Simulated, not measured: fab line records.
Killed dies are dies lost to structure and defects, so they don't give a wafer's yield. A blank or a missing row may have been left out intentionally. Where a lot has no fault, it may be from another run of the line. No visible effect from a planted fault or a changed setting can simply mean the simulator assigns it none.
What tool caused it? ; flow n5Finfet ; Sampling: 10 lots, 28 wafers, 6 of 1938 route steps

WHAT EACH GAUGE READ, for each wafer
N5_BEOL_M4_THK_MEAS_01. Usual: M4_ILD_THK 78.8 nm, standard deviation 1.1.
lot;measured;on;M4_ILD_THK (nm);flag
L476;day 8 10:46;filmMetro-02;60.5 61.8 79.8;OFF
L478;day 8 20:23;filmMetro-02;78.3 78.5 60.5;OFF
L477;day 8 22:10;filmMetro-01;77.7 76.5 79.4;
L487;day 11 05:58;filmMetro-01;79.1 81.8 80.3;
L488;day 11 11:07;filmMetro-02;78.5 79.1 79.3;
L490;day 12 01:50;filmMetro-02;79.4 79.9;
L491;day 12 18:44;filmMetro-02;78.7 80.2 79.8;
L493;day 12 20:06;filmMetro-02;78.0 79.7;
L492;day 12 21:28;filmMetro-01;77.1 76.2 78.0;
L494;day 12 22:59;filmMetro-01;77.6 78.7 78.7;

N5_BEOL_M4_RC_MEAS_101. Usual: DIBL_N 37.1 mV/V, standard deviation 1.9; DIBL_P 37.2 mV/V, standard deviation 2.3; IOFF_N 0.18 nA/um, standard deviation 0.04; IOFF_P 0.23 nA/um, standard deviation 0.044; ION_N 682 uA/um, standard deviation 11; ION_P 468 uA/um, standard deviation 8.6; SS_N 71.9 mV/dec, standard deviation 0.68; SS_P 73.5 mV/dec, standard deviation 0.74; VT_N 248 mV, standard deviation 3.4; VT_P -248 mV, standard deviation 3.4.
lot;measured;on;DIBL_N (mV/V);DIBL_P (mV/V);IOFF_N (nA/um);IOFF_P (nA/um);ION_N (uA/um);ION_P (uA/um);SS_N (mV/dec);SS_P (mV/dec);VT_N (mV);VT_P (mV);flag
L476;day 9 00:59;prober-01;40.9 38.7 39.4;38.9 35.7 37.6;0.24 0.19 0.19;0.29 0.22 0.25;696 677 678;474 460 463;72.2 71.5 71.9;73.9 72.8 73.9;242 246 248;-246 -248 -248;
L478;day 9 06:25;prober-02;32.9 35.6 34.9;33.4 35.8 34.8;0.11 0.16 0.15;0.16 0.19 0.17;660 679 670;455 461 460;70.7 71.8 72.0;72.0 72.5 72.5;254 248 249;-254 -252 -254;
L477;day 9 08:40;prober-01;33.4 37.4 34.6;32.2 36.3 34.1;0.12 0.18 0.14;0.17 0.22 0.19;669 675 674;460 459 462;71.7 71.8 71.1;71.5 72.9 72.6;251 251 252;-250 -248 -249;
L487;day 11 21:11;prober-01;40.2 37.6 39.0;42.0 39.5 39.6;0.26 0.20 0.22;0.30 0.26 0.25;697 687 681;471 465 455;73.5 72.0 72.6;74.6 74.1 74.0;244 246 246;-245 -248 -247;
L488;day 12 01:38;prober-02;38.1 37.3 37.4;37.8 37.4 37.3;0.16 0.18 0.16;0.21 0.22 0.21;685 687 676;469 471 470;71.9 72.5 72.7;73.6 73.9 72.8;250 247 251;-252 -251 -251;
L490;day 12 12:32;prober-01;36.9 37.8;35.7 35.7;0.17 0.19;0.18 0.19;666 670;444 452;73.2 73.0;73.4 73.2;250 251;-256 -253;
L491;day 13 04:58;prober-01;37.6 37.4 41.7;40.2 39.5 43.6;0.21 0.19 0.32;0.29 0.26 0.37;688 681 699;473 464 477;72.1 71.8 73.5;74.6 74.0 75.8;246 247 240;-246 -246 -244;
L493;day 13 06:49;prober-01;36.3 32.8;37.3 33.6;0.19 0.13;0.26 0.20;689 652;471 457;72.2 71.2;73.4 71.7;246 253;-245 -250;
L492;day 13 07:31;prober-02;35.7 40.3 36.5;36.0 39.2 36.0;0.16 0.23 0.16;0.20 0.24 0.20;685 684 685;469 461 468;70.9 72.7 71.6;73.0 74.4 73.3;248 245 249;-250 -252 -253;
L494;day 13 09:58;prober-02;36.4 36.8 37.0;36.7 36.7 37.2;0.17 0.17 0.18;0.21 0.22 0.23;672 671 675;459 454 460;71.2 72.2 71.9;73.0 73.5 73.8;248 248 247;-252 -250 -250;

WHAT TOOL EACH LOT RAN ON (gives the tool, then ch and the chambers of the sampled wafers, and finally the start)
lot;N5_BEOL_M3_SPUTTER_90;N5_BEOL_M3_ANNEAL_91;N5_BEOL_M3_ANNEAL_95;N5_BEOL_M4_ILD_DEP_00
L476;pvdSputter-01, day 8 08:55;pvdSputter-01, day 8 09:00;pvdSputter-01, day 8 09:26;pecvd-04 ch 1,2, day 8 10:41
L478;pvdSputter-03, day 8 18:29;pvdSputter-03, day 8 18:34;pvdSputter-03, day 8 19:00;pecvd-04 ch 0,2, day 8 20:19
L477;pvdSputter-02, day 8 20:19;pvdSputter-02, day 8 20:24;pvdSputter-02, day 8 20:50;pecvd-01 ch 0,1,2, day 8 22:06
L487;pvdSputter-01, day 11 04:05;pvdSputter-01, day 11 04:10;pvdSputter-01, day 11 04:37;pecvd-01 ch 1,2, day 11 05:53
L488;pvdSputter-01, day 11 09:16;pvdSputter-01, day 11 09:20;pvdSputter-01, day 11 09:47;pecvd-04 ch 1,2, day 11 11:02
L490;pvdSputter-02, day 12 00:00;pvdSputter-02, day 12 00:05;pvdSputter-02, day 12 00:31;pecvd-02 ch 1,2, day 12 01:46
L491;pvdSputter-01, day 12 16:50;pvdSputter-01, day 12 16:55;pvdSputter-01, day 12 17:21;pecvd-02 ch 1,2, day 12 18:39
L493;pvdSputter-03, day 12 18:04;pvdSputter-03, day 12 18:08;pvdSputter-03, day 12 18:35;pecvd-04 ch 0, day 12 20:02
L492;pvdSputter-02, day 12 19:38;pvdSputter-02, day 12 19:43;pvdSputter-02, day 12 20:09;pecvd-04 ch 1,2, day 12 21:24
L494;pvdSputter-03, day 12 21:08;pvdSputter-03, day 12 21:13;pvdSputter-03, day 12 21:40;pecvd-02 ch 0,1,2, day 12 22:55
- N5_BEOL_M3_SPUTTER_90: material Cu, target thk 4.5 nm, time 8.29 s.
- N5_BEOL_M3_ANNEAL_91: time 240 s.
- N5_BEOL_M3_ANNEAL_95: time 240 s.
- N5_BEOL_M4_ILD_DEP_00: deposits SiOC from DEMS/O2, target thk 79 nm, time 15.3 s.

WHAT THE TOOLS THEMSELVES READ (means of the sampled wafers that have a number; where no wafer has one, the mark that the record gives instead)
N5_BEOL_M3_SPUTTER_90. Usual: throttleValvePct reads 30.2 % (standard deviation 1.5).
lot;tool;throttleValvePct (%);flag
L476;pvdSputter-01;29.8;
L478;pvdSputter-03;30.3;
L477;pvdSputter-02;31.8;
L487;pvdSputter-01;29.0;
L488;pvdSputter-01;29.2;
L490;pvdSputter-02;31.9;
L491;pvdSputter-01;29.7;
L493;pvdSputter-03;31.7;
L492;pvdSputter-02;30.7;
L494;pvdSputter-03;31.1;

N5_BEOL_M3_ANNEAL_91. Usual: heaterPowerW reads 873 W (standard deviation 78).
lot;tool;heaterPowerW (W);flag
L476;pvdSputter-01;794;
L478;pvdSputter-03;876;
L477;pvdSputter-02;907;
L487;pvdSputter-01;830;
L488;pvdSputter-01;840;
L490;pvdSputter-02;882;
L491;pvdSputter-01;799;
L493;pvdSputter-03;873;
L492;pvdSputter-02;948;
L494;pvdSputter-03;892;

N5_BEOL_M3_ANNEAL_95. Usual: heaterPowerW reads 873 W (standard deviation 79).
lot;tool;heaterPowerW (W);flag
L476;pvdSputter-01;796;
L478;pvdSputter-03;885;
L477;pvdSputter-02;908;
L487;pvdSputter-01;818;
L488;pvdSputter-01;827;
L490;pvdSputter-02;876;
L491;pvdSputter-01;801;
L493;pvdSputter-03;870;
L492;pvdSputter-02;925;
L494;pvdSputter-03;883;

N5_BEOL_M4_ILD_DEP_00. Usual: heaterPowerW 481 W, standard deviation 60; showerheadPlenumPTorr 5.687 Torr, standard deviation 0.017; throttleValvePct 12.1 %, standard deviation 0.61.
lot;tool;heaterPowerW (W);showerheadPlenumPTorr (Torr);throttleValvePct (%);flag
L476;pecvd-04;503;5.691;11.5;
L478;pecvd-04;565;5.690;11.5;
L477;pecvd-01;486;5.667;12.5;
L487;pecvd-01;424;5.678;12.4;
L488;pecvd-04;537;5.687;11.7;
L490;pecvd-02;411;5.695;11.8;
L491;pecvd-02;427;5.680;11.5;
L493;pecvd-04;532;5.704;12.1;
L492;pecvd-04;525;5.698;12.0;
L494;pecvd-02;437;5.692;12.1;

THE ANSWER, worked out from the rows above alone
Rule: lot off if the mean of its wafers having a number is beyond 3 standard deviations from the usual mean. A lot without any number at a reading at which 4 lots or more have one is off too. Where the step has rows for the other lots, those lots are counted as sound. Order of review: gauges by route order, followed by the tools' own readings, for which a lot's mean as printed above is used. The first step at which some lot is off is used, and at that step the reading that is off furthest; a lot without a number counts as furthest.
Off: at N5_BEOL_M4_THK_MEAS_01 (M4_ILD_THK), L476, L478.
If a tool, at a process step before that reading, ran all the lots that are off and no sound lot after the first of them, it fits. The gauges at N5_BEOL_M4_THK_MEAS_01 are tried like those tools. No candidate that was tried fits.

WHAT HAD BEEN PUT IN BY THE SIMULATOR
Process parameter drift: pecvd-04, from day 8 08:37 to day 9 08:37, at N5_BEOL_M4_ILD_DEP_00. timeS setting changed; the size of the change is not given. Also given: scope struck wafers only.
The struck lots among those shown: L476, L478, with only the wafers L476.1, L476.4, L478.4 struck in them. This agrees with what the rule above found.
